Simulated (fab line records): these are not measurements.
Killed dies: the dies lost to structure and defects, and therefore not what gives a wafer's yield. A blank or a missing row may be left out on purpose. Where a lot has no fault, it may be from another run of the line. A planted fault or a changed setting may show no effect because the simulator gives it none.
Which tool was responsible?    flow nand-harc    12 lots with 35 wafers sampled at 5 steps, on a route of 1159 steps

WHAT THE GAUGES SHOWED, per wafer
NHARC_END_SORT_01. Usual: killed-at-array 28, standard deviation 11; killed-at-other 0.5, standard deviation 0.87; killed-at-periphery 2.9, standard deviation 2.2; killed-dies 32, standard deviation 11; killed-open 3.2, standard deviation 1.9; killed-short 1.8, standard deviation 1.4.
lot   measured      on         killed-at-array  killed-at-other  killed-at-periphery  killed-dies  killed-open  killed-short  flag
L436  day 18 21:36  prober-02  25 28 26         0 2 1            4 0 1                29 30 28     7 1 2        1 0 2         
L443  day 21 12:56  prober-01  36 28 33         1 0 0            3 0 2                40 28 35     2 2 2        0 2 1         
L445  day 22 06:53  prober-01  27 20 20         0 0 0            9 11 2               36 31 22     4 6 2        0 0 1         
L453  day 24 07:23  prober-01  26 28 30         0 0 0            6 2 3                32 30 33     2 4 5        3 2 1         
L454  day 23 18:11  prober-01  22 12            0 2              3 2                  25 16        0 0          2 1           
L456  day 23 22:55  prober-02  29 18 19         0 0 0            2 7 13               31 25 32     1 0 4        1 2 1         

EACH LOT AND THE TOOL THAT RAN IT (in order: tool; ch and the chambers of the sampled wafers; start)
lot   NHARC_P_ZERO_WELL_SOFTBAKE_06     NHARC_P_ZERO_WELL_ETCH_63        NHARC_P_ZERO_WELL_DESCUM_54        NHARC_P_STI_CMP_21
L436  litho-track-02 ch 0, day 1 12:00  rie-si-02 ch 1,3, day 1 13:39    rie-diel-07 ch 0,2, day 1 17:58    cmp-01 ch 1,2, day 3 04:06
L437  litho-track-05 ch 0, day 1 18:00  rie-si-06 ch 0,1,2, day 1 19:50  rie-diel-11 ch 0,1,2, day 2 00:05  cmp-02 ch 0,1,3, day 3 13:17
L440  litho-track-02 ch 0, day 2 12:00  rie-si-06 ch 1,2, day 2 13:40    rie-diel-07 ch 1,2,3, day 2 18:06  cmp-01 ch 1,3, day 4 07:50
L441  litho-track-05 ch 0, day 2 18:00  rie-si-03 ch 0,1,2, day 2 19:39  rie-diel-07 ch 0,3, day 2 23:48    cmp-01 ch 1,3, day 4 17:48
L442  litho-track-02 ch 0, day 3 00:00  rie-si-02 ch 0,3, day 3 01:32    rie-diel-08 ch 0,2,3, day 3 05:43  cmp-02 ch 0,1,2, day 4 17:50
L443  litho-track-03 ch 0, day 3 06:00  rie-si-06 ch 1,2,3, day 3 07:41  rie-diel-08 ch 0,2,3, day 3 11:59  cmp-03 ch 1,2,3, day 5 02:39
L445  litho-track-02 ch 0, day 3 18:00  rie-si-02 ch 0,1,3, day 3 19:43  rie-diel-08 ch 0,1,3, day 3 23:51  cmp-03 ch 0,1,2, day 5 17:54
L453  litho-track-03 ch 0, day 5 18:00  rie-si-06 ch 1,2, day 5 19:32    rie-diel-07 ch 1,3, day 5 23:49    cmp-03 ch 0,2,3, day 7 10:42
L454  litho-track-03 ch 0, day 6 00:00  rie-si-06 ch 0,3, day 6 01:35    rie-diel-11 ch 0,1, day 6 05:49    cmp-03 ch 2,3, day 7 18:52
L455  litho-track-02 ch 0, day 6 06:00  rie-si-02 ch 1,2,3, day 6 07:32  rie-diel-11 ch 0,2,3, day 6 11:31  cmp-01 ch 0,1,2, day 8 02:16
L456  litho-track-02 ch 0, day 6 12:00  rie-si-03 ch 1,2,3, day 6 13:39  rie-diel-08 ch 1,2,3, day 6 18:04  cmp-01 ch 0,1,3, day 8 09:55
L457  litho-track-02 ch 0, day 6 18:00  rie-si-06 ch 0,3, day 6 19:31    rie-diel-07 ch 0,1,2, day 7 00:01  cmp-01 ch 0,3, day 8 16:16
- NHARC_P_ZERO_WELL_SOFTBAKE_06: time 70 s.
- NHARC_P_ZERO_WELL_ETCH_63: etches the open film in HBr/Cl2, target depth 120 nm, time 40.1 s.
- NHARC_P_ZERO_WELL_DESCUM_54: chemistry O2, time 3 s.
- NHARC_P_STI_CMP_21: polishes, t overpolish 20 s, target thk 380.67 nm.

WHAT THE TOOLS THEMSELVES READ (means of the sampled wafers that have a number; where no wafer has one, the mark that the record gives instead)
NHARC_P_ZERO_WELL_SOFTBAKE_06. Usual: chill-plate-temp-C 23.00 C, standard deviation 0.11; heater-power-total-W 200.8 W, standard deviation 1.3.
lot   tool            chill-plate-temp-C (C)  heater-power-total-W (W)  flag
L436  litho-track-02  23.07                   199.9                     
L437  litho-track-05  22.98                   200.8                     
L440  litho-track-02  22.86                   202.0                     
L441  litho-track-05  23.01                   200.5                     
L442  litho-track-02  23.13                   201.4                     
L443  litho-track-03  22.98                   202.1                     
L445  litho-track-02  22.99                   200.6                     
L453  litho-track-03  22.86                   208.7                     OFF
L454  litho-track-03  22.98                   212.8                     OFF
L455  litho-track-02  23.03                   200.2                     
L456  litho-track-02  22.96                   199.8                     
L457  litho-track-02  22.99                   200.2                     

NHARC_P_ZERO_WELL_ETCH_63. Usual: bias-w 99.96 W, standard deviation 0.3; drypump-motor-current-A 5.8 A, standard deviation 0.48; hbr-flow-sccm 150.0 sccm, standard deviation 0.46; oes-product-au 0.995 a.u., standard deviation 0.012; throttle-valve-pct 26.406 %, standard deviation 0.0089.
lot   tool       bias-w (W)  drypump-motor-current-A (A)  hbr-flow-sccm (sccm)  oes-product-au (a.u.)  throttle-valve-pct (%)  flag
L436  rie-si-02  100.07      5.1                          149.9                 1.009                  26.403                  
L437  rie-si-06  99.78       5.8                          149.2                 0.988                  26.404                  
L440  rie-si-06  99.82       5.9                          149.9                 0.994                  26.403                  
L441  rie-si-03  99.76       6.0                          150.1                 0.997                  26.410                  
L442  rie-si-02  100.08      5.0                          150.0                 0.992                  26.416                  
L443  rie-si-06  99.96       5.8                          150.2                 0.994                  26.414                  
L445  rie-si-02  100.01      5.1                          150.2                 0.999                  26.410                  
L453  rie-si-06  99.77       5.9                          149.8                 0.996                  26.400                  
L454  rie-si-06  99.37       6.0                          149.9                 0.995                  26.405                  
L455  rie-si-02  100.12      5.1                          150.2                 1.000                  26.401                  
L456  rie-si-03  100.15      6.0                          150.3                 0.998                  26.406                  
L457  rie-si-06  99.85       6.0                          150.1                 0.984                  26.405                  

NHARC_P_ZERO_WELL_DESCUM_54. Usual: drypump-motor-current-A 5.7 A, standard deviation 0.46; oes-product-au 1.001 a.u., standard deviation 0.014; rf-vpp-V 58.1 V, standard deviation 0.82; showerhead-plenum-p-Torr 1.97 Torr, standard deviation 0.083; throttle-valve-pct 11.312 %, standard deviation 0.0089.
lot   tool         drypump-motor-current-A (A)  oes-product-au (a.u.)  rf-vpp-V (V)  showerhead-plenum-p-Torr (Torr)  throttle-valve-pct (%)  flag
L436  rie-diel-07  5.1                          1.015                  58.5          1.89                             11.309                  
L437  rie-diel-11  5.8                          0.984                  58.4          1.92                             11.319                  
L440  rie-diel-07  5.6                          1.010                  58.0          2.04                             11.305                  
L441  rie-diel-07  5.6                          1.023                  56.9          1.89                             11.316                  
L442  rie-diel-08  5.9                          1.001                  58.3          2.02                             11.305                  
L443  rie-diel-08  5.9                          1.001                  57.7          2.01                             11.314                  
L445  rie-diel-08  6.1                          0.997                  58.0          1.96                             11.310                  
L453  rie-diel-07  6.2                          0.989                  58.1          2.03                             11.313                  
L454  rie-diel-11  5.8                          0.984                  58.9          1.91                             11.322                  
L455  rie-diel-11  5.7                          0.999                  57.9          1.93                             11.310                  
L456  rie-diel-08  6.0                          0.996                  58.4          1.95                             11.307                  
L457  rie-diel-07  5.2                          1.017                  58.2          1.97                             11.312                  

NHARC_P_STI_CMP_21. Usual: motor-current-A 12.2 A, standard deviation 1.1; overpolish-run-s 20.001 s, standard deviation 0.0081; slurry-filter-dp-kPa 13.49 kPa, standard deviation 0.15.
lot   tool    motor-current-A (A)  overpolish-run-s (s)  slurry-filter-dp-kPa (kPa)  flag
L436  cmp-01  13.8                 19.994                13.39                       
L437  cmp-02  11.9                 20.005                13.46                       
L440  cmp-01  12.0                 20.004                13.48                       
L441  cmp-01  12.3                 19.999                13.52                       
L442  cmp-02  11.5                 20.004                13.41                       
L443  cmp-03  12.3                 19.995                13.56                       
L445  cmp-03  12.6                 19.997                13.53                       
L453  cmp-03  12.3                 20.000                13.41                       
L454  cmp-03  12.6                 20.004                13.58                       
L455  cmp-01  12.5                 19.996                13.36                       
L456  cmp-01  11.8                 19.997                13.35                       
L457  cmp-01  11.3                 20.007                13.52                       

THE ANSWER, worked out from the rows above alone
Rule: a lot is off if the mean of its wafers that have a number lies more than 3 standard deviations from the usual mean. A lot without any number at a reading at which 4 lots or more have one is off too. All remaining lots with rows at the step are treated as sound. The gauges are gone through in route order, then the tools' own readings, and for those a lot's mean is taken as printed above. At the first step where some lot is off, the reading lying furthest off is the one used; lots without a number count as furthest.
Off at NHARC_P_ZERO_WELL_SOFTBAKE_06 (heater-power-total-W): L453, L454.
A tool fits if, at that step or a process step before it, it ran every lot that is off, and no sound lot after the first of them. One candidate fits, namely litho-track-03 at NHARC_P_ZERO_WELL_SOFTBAKE_06. Its last sound lot is L443 (day 3 06:00), its first lot that is off L453 (day 5 18:00): a fault that began between those two fits.
The tool's own readings at NHARC_P_ZERO_WELL_SOFTBAKE_06 bear it out: on the lots that are off they differ by more than 5 times the standard deviation of the sound lots' means. heater-power-total-W reads 210.8 W there against 200.8 W on the sound lots.

WHAT THE SIMULATOR PUT IN
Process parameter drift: litho-track-03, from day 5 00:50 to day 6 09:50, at NHARC_P_ZERO_WELL_SOFTBAKE_06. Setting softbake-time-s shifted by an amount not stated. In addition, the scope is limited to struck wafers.
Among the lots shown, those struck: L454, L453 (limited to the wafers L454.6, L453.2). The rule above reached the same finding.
